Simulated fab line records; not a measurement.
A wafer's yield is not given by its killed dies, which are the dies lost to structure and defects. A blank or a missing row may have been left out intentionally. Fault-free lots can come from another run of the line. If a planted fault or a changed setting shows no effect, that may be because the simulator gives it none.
Which tool is to blame? | flow nand harc | Sampling: 6 lots, 18 wafers, 2 of 1159 route steps

== WHAT THE GAUGES SHOWED, per wafer ==
NHARC_P_GATE_CD_MEAS_11: target cd 1640 nm.
lot  | measured    | on        | cd nm (nm)
L519 | day 4 18:10 | cd sem-01 | 1638.9 1642.8 1639.6
L522 | day 5 06:03 | cd sem-03 | 1640.3 1638.5 1641.2
L525 | day 6 14:07 | cd sem-03 | 1641.6 1637.4 1638.1
L530 | day 7 17:34 | cd sem-03 | 1640.9 1638.3 1640.9
L535 | day 8 13:20 | cd sem-01 | 1641.7 1640.4 1641.7
L539 | day 9 09:14 | cd sem-03 | 1642.3 1641.0 1639.0

== EACH LOT AND THE TOOL THAT RAN IT (in order: tool; ch and the chambers of the sampled wafers; start) ==
lot  | NHARC_P_ZERO_WELL_DESCUM_54
L519 | rie diel-03 ch 0,1,3, day 2 06:01
L522 | rie diel-10 ch 2,3, day 2 23:49
L525 | rie diel-05 ch 1,3, day 3 17:50
L530 | rie diel-03 ch 0,2, day 5 00:25
L535 | rie diel-03 ch 0,2, day 6 05:44
L539 | rie diel-03 ch 1,2,3, day 7 05:47
- NHARC_P_ZERO_WELL_DESCUM_54: chemistry O2, time 3 s.

== THE ANSWER, worked out from the rows above alone ==
Rule: what is usual is taken from the lots themselves. Put in order of their means at a reading, lots are off if they are a third of the lots or fewer, leave a main group of 4 or more, and stand apart from it by a gap of 3 or more times the standard deviation of the main group's means; of several such gaps the widest counts. If all means in a main group match to the digits the tables above print for the reading, that group is not used. A lot without any number at a reading at which 4 lots or more have one is off too. The other lots that the step has rows for count as sound.
None of the lots is off at any reading shown; this tells nothing.

== WHAT THE SIMULATOR HAD INSERTED ==
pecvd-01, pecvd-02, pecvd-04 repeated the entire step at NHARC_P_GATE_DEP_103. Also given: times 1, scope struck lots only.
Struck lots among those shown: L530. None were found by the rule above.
